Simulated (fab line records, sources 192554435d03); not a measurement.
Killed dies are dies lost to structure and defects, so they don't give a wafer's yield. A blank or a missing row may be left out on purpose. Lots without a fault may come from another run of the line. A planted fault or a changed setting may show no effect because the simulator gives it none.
A struck lot beside a sound one | flow n5_finfet | 22 steps out of a route of 1938
Sound: wafers L296.2, L296.3, L296.6. Struck: wafer L305.5. (L305.4, L305.6 of the same lot were not struck and are left out.) The cause comes at the end.
At each step with rows: each side's tool, then ch and its chambers, then its first start. Under that, the readings that differ: sound wafers | struck wafers | difference of the means | sigmas: that difference in standard deviations of wafers without a fault.
alike: readings whose means differ by less than 2 such deviations, and words and numbers that are the same on both sides. not compared: withheld readings, readings that some wafer has no value for, bounds like >300 that may hide the same value, and numbers for which the record gives no deviation and whose values overlap.
The two part at a step that has a row with sigmas, a row that says differs or no value, or rows on one side only. Numbers that don't overlap but have no deviation are shown without sigmas and don't part them. A reading that every wafer of one side lacks parts them only if that side has two wafers or more.

first, 6 steps without rows for these wafers: N5_BEOL_M1_COAT_05 (resist thk 30 nm); N5_BEOL_M1_EBR_07; N5_BEOL_M1_SOFTBAKE_06 (time 60 s); N5_BEOL_M1_EXPOSE_08 (exposes mask M1); N5_BEOL_M1_PEB_09 (peb time 60 s); N5_BEOL_M1_DEVELOP_10 (develop time 30 s).
N5_BEOL_M1_CD_MEAS_11: target cd 17.05 nm.
  sound on cd_sem-03 ch 0, day 6 00:02; struck on cd_sem-01 ch 0, day 8 11:26
  alike: cd_nm
N5_BEOL_M1_OVL_MEAS_12:
  sound on overlay-02 ch 0, day 6 00:05; struck on overlay-01 ch 0, day 8 11:29
  alike: M1_OVL
N5_BEOL_M1_INSPECT_13: inspects for defects (brightfield).
  sound on defect_inspect-02, day 6 00:08; struck on defect_inspect-01, day 8 11:31
  alike: raw_defect_count
N5_BEOL_M1_DESCUM_16: chemistry O2, time 7 s.
  sound on rie_diel-03 ch 1,3, day 6 00:26; struck on rie_diel-03 ch 0, day 8 11:34
  reading                     | sound       | struck | difference | sigmas
  drypump_motor_current_A (A) | 6.2 4.7 4.7 | 6.1    | +0.9       | +2
  alike: oes_product_au, rf_vpp_V, showerhead_plenum_p_Torr, throttle_valve_pct
  not compared: rf_hours_counter_h
N5_BEOL_M1_ETCH_74: etches underlayer in N2/H2, target depth 6.5 nm, time 5.2 s.
  sound on rie_diel-03 ch 1,3, day 6 00:28; struck on rie_diel-03 ch 0, day 8 11:36
  reading                     | sound       | struck | difference | sigmas
  drypump_motor_current_A (A) | 6.2 4.7 4.7 | 6.1    | +0.9       | +2
  alike: etch_rf_on_time_s, oes_product_au, rf_vpp_V, showerhead_plenum_p_Torr, throttle_valve_pct
  not compared: rf_hours_counter_h
N5_BEOL_M1_ETCH_63: etches SiARC in CF4, target depth 15.6 nm, time 26 s.
  sound on rie_diel-03 ch 1,3, day 6 00:29; struck on rie_diel-03 ch 0, day 8 11:37
  reading                     | sound       | struck | difference | sigmas
  drypump_motor_current_A (A) | 6.2 4.7 4.8 | 6.1    | +0.9       | +2
  alike: etch_rf_on_time_s, oes_product_au, rf_vpp_V, showerhead_plenum_p_Torr, throttle_valve_pct
  not compared: rf_hours_counter_h
N5_BEOL_M1_ETCH_64: etches SOC in N2/H2, target depth 75 nm, overetch 15 nm, time 112.5 s.
  sound on rie_diel-03 ch 1,3, day 6 00:31; struck on rie_diel-03 ch 0, day 8 11:41
  reading                                    | sound       | struck | difference | sigmas
  drypump_motor_current_A (A)                | 6.2 4.7 4.7 | 6.1    | +0.9       | +2
  model.SiARC_of_BEOL_M1_COAT_62.thk_nm (nm) | 6.8 6.8 6.8 | 8.4    | +1.6       |
  model.BEOL_M1.cd_offset_nm (nm)            | 0 0 0       | -0.8   | -0.8       |
  alike: oes_product_au, rf_vpp_V, showerhead_plenum_p_Torr, throttle_valve_pct
  not compared: rf_hours_counter_h
then, 2 steps without rows for these wafers: N5_BEOL_M1_STRIP_65 (strips in N2/H2); N5_BEOL_M1_STRIP_75 (strips in N2/H2).
N5_BEOL_M1_STRIP_66: strips in CF4.
  sound on rie_diel-03 ch 1,3, day 6 00:38; struck on rie_diel-03 ch 0, day 8 11:46
  reading                     | sound             | struck | difference | sigmas
  drypump_motor_current_A (A) | 6.2 4.7 4.7       | 6.1    | +0.9       | +2
  rf_vpp_V (V)                | 270.6 272.8 271.9 | 268.5  | -3.3       | -2
  alike: oes_product_au, showerhead_plenum_p_Torr, throttle_valve_pct
  not compared: rf_hours_counter_h
N5_BEOL_M1_HM_OPEN_17: chemistry Cl2/BCl3, target TiN, target depth 20 nm, overetch 6 nm.
  sound on rie_metal-01 ch 0,1, day 6 00:41; struck on rie_metal-01 ch 0, day 8 11:50
  reading                         | sound   | struck | difference | sigmas
  model.BEOL_M1.cd_offset_nm (nm) | 0 0 0.2 | -0.8   | -0.9       |
  alike: drypump_motor_current_A, oes_product_au, throttle_valve_pct
  not compared: rf_hours_counter_h
N5_BEOL_M1_STRIP_19: strips in O2.
  sound on rie_diel-03 ch 0,1,3, day 6 00:48; struck on rie_diel-03 ch 2, day 8 11:56
  alike: drypump_motor_current_A, oes_product_au, rf_vpp_V, showerhead_plenum_p_Torr, throttle_valve_pct
  not compared: rf_hours_counter_h
N5_BEOL_M1_CD_MEAS_18: pitch 36 nm, target cd 18 nm.
  sound on cd_sem-01, day 6 00:52; struck on cd_sem-01, day 8 11:59
  reading    | sound             | struck | difference | sigmas
  cd_nm (nm) | 18.20 18.12 17.87 | 16.80  | -1.26      | -5
then, 1 step without rows for these wafers: N5_BEOL_M1_COAT_67 (time 60 s, resist thk 60 nm).
N5_BEOL_M4_RC_MEAS_101:
  sound on prober-02 ch 0, day 7 18:53; struck on prober-02 ch 0, day 10 03:43
  reading   | sound       | struck | difference | sigmas
  VT_N (mV) | 247 245 246 | 253    | +7         | +2
  alike: DIBL_N, DIBL_P, IOFF_N, IOFF_P, ION_N, ION_P, SS_N, SS_P, VT_P
-- the record jumps here: 4 days lie between the struck wafers' starts before and after (it left off in module BEOL_M4 and takes up again in module PASSIVATION, whose first step shown is number 1936 of the route) --
N5_PASSIVATION_PROBE_49:
  the record has rows for the struck wafers here (prober-02, day 14 00:20) and none for the sound ones

WHERE THEY PART
First at N5_BEOL_M1_DESCUM_16; last, within this record, at N5_PASSIVATION_PROBE_49.

WHY: what the simulator had put in
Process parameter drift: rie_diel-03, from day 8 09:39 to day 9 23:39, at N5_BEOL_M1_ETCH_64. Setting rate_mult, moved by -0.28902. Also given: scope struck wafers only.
